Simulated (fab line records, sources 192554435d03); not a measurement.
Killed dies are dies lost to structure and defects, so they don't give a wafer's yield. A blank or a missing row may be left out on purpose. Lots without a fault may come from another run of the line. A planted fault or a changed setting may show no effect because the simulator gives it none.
A struck lot beside a sound one | flow n5_finfet | 16 steps out of a route of 1938
Sound: wafers L743.1, L743.4, L743.6. Struck: wafers L745.2, L745.4. (L745.5 of the same lot was not struck and is left out.) The cause comes at the end.
At each step with rows: each side's tool, then ch and its chambers, then its first start. Under that, the readings that differ: sound wafers | struck wafers | difference of the means | sigmas: that difference in standard deviations of wafers without a fault.
alike: readings whose means differ by less than 2 such deviations, and words and numbers that are the same on both sides. not compared: withheld readings, readings that some wafer has no value for, bounds like >300 that may hide the same value, and numbers for which the record gives no deviation and whose values overlap.
The two part at a step that has a row with sigmas, a row that says differs or no value, or rows on one side only. Numbers that don't overlap but have no deviation are shown without sigmas and don't part them. A reading that every wafer of one side lacks parts them only if that side has two wafers or more.

first, 6 steps without rows for these wafers: N5_BEOL_M3_COAT_22 (resist thk 30 nm); N5_BEOL_M3_EBR_24; N5_BEOL_M3_SOFTBAKE_23 (time 60 s); N5_BEOL_M3_EXPOSE_25 (exposes mask V2, defocus 5 nm); N5_BEOL_M3_PEB_26 (peb time 60 s); N5_BEOL_M3_DEVELOP_27 (develop time 30 s).
N5_BEOL_M3_CD_MEAS_28: target cd 25.7 nm, target cd y 23.3 nm.
  sound on cd_sem-02 ch 0, day 8 10:41; struck on cd_sem-02 ch 0, day 8 14:55
  alike: cd_nm
N5_BEOL_M3_OVL_MEAS_29:
  sound on overlay-02 ch 0, day 8 10:43; struck on overlay-01 ch 0, day 8 14:57
  alike: V2_OVL
N5_BEOL_M3_INSPECT_30: inspects for defects (brightfield).
  sound on defect_inspect-02, day 8 10:47; struck on defect_inspect-01, day 8 15:00
  alike: raw_defect_count
N5_BEOL_M3_DESCUM_33: chemistry O2, time 7 s.
  sound on rie_diel-02 ch 0,1,3, day 8 10:51; struck on rie_diel-01 ch 0,1, day 8 15:02
  alike: drypump_motor_current_A, o2_flow_sccm, oes_product_au, rf_vpp_V, showerhead_plenum_p_Torr, throttle_valve_pct
  not compared: rf_hours_counter_h
N5_BEOL_M3_ETCH_77: etches underlayer in N2/H2, target depth 6.5 nm, time 5.2 s.
  sound on rie_diel-02 ch 0,1,3, day 8 10:53; struck on rie_diel-01 ch 0,1, day 8 15:04
  alike: drypump_motor_current_A, etch_rf_on_time_s, oes_product_au, rf_vpp_V, showerhead_plenum_p_Torr, throttle_valve_pct
  not compared: rf_hours_counter_h
N5_BEOL_M3_ETCH_69: etches SiARC in CF4, target depth 15.6 nm, time 26 s.
  sound on rie_diel-02 ch 0,1,3, day 8 10:54; struck on rie_diel-01 ch 0,1, day 8 15:05
  alike: drypump_motor_current_A, etch_rf_on_time_s, oes_product_au, rf_vpp_V, showerhead_plenum_p_Torr, throttle_valve_pct
  not compared: rf_hours_counter_h
N5_BEOL_M3_ALD_98: deposits SiO2, target thk 2.5 nm, pulse time 1 s, co reactant pulse time 1 s.
  sound on ald_sin-01 ch 0,1,3, day 8 11:28; struck on ald_sin-01 ch 0,1, day 8 15:10
  reading    | sound    | struck | difference | sigmas
  ald_cycles | 17 17 17 | 18 18  | +1         |
  alike: heater_power_w, precursor_pulse_height_rel
  not compared: since_wet_clean_h
N5_BEOL_M3_ETCHBACK_99: etches SiO2 in CHF3, target depth 5 nm, time 10.4 s.
  sound on rie_diel-01 ch 1,3, day 8 18:14; struck on rie_diel-05 ch 2,3, day 9 11:11
  alike: drypump_motor_current_A, oes_product_au, rf_vpp_V, showerhead_plenum_p_Torr, throttle_valve_pct
  not compared: rf_hours_counter_h
N5_BEOL_M4_RC_MEAS_101:
  sound on prober-01 ch 0, day 9 10:23; struck on prober-02 ch 0, day 10 16:28
  alike: DIBL_N, DIBL_P, IOFF_N, IOFF_P, ION_N, ION_P, SS_N, SS_P, VT_N, VT_P
-- the record jumps here: 4 days lie between the struck wafers' starts before and after (it left off in module BEOL_M4 and takes up again in module PASSIVATION, whose first step shown is number 1936 of the route) --
N5_PASSIVATION_PROBE_49:
  sound on prober-01, day 13 21:14; struck on prober-01, day 14 22:02
  alike: defect_limited_yield, killed_at_M0_to_M3, killed_at_M4_up, killed_at_contacts, killed_at_front_end, killed_at_other, killed_dies, killed_on_rim, killed_open, killed_short, sort_bin_5_function, sort_bin_6_memory, sort_n_pass, sort_yield_pct

WHERE THEY PART
Nowhere in this record.

WHY: what the simulator had put in
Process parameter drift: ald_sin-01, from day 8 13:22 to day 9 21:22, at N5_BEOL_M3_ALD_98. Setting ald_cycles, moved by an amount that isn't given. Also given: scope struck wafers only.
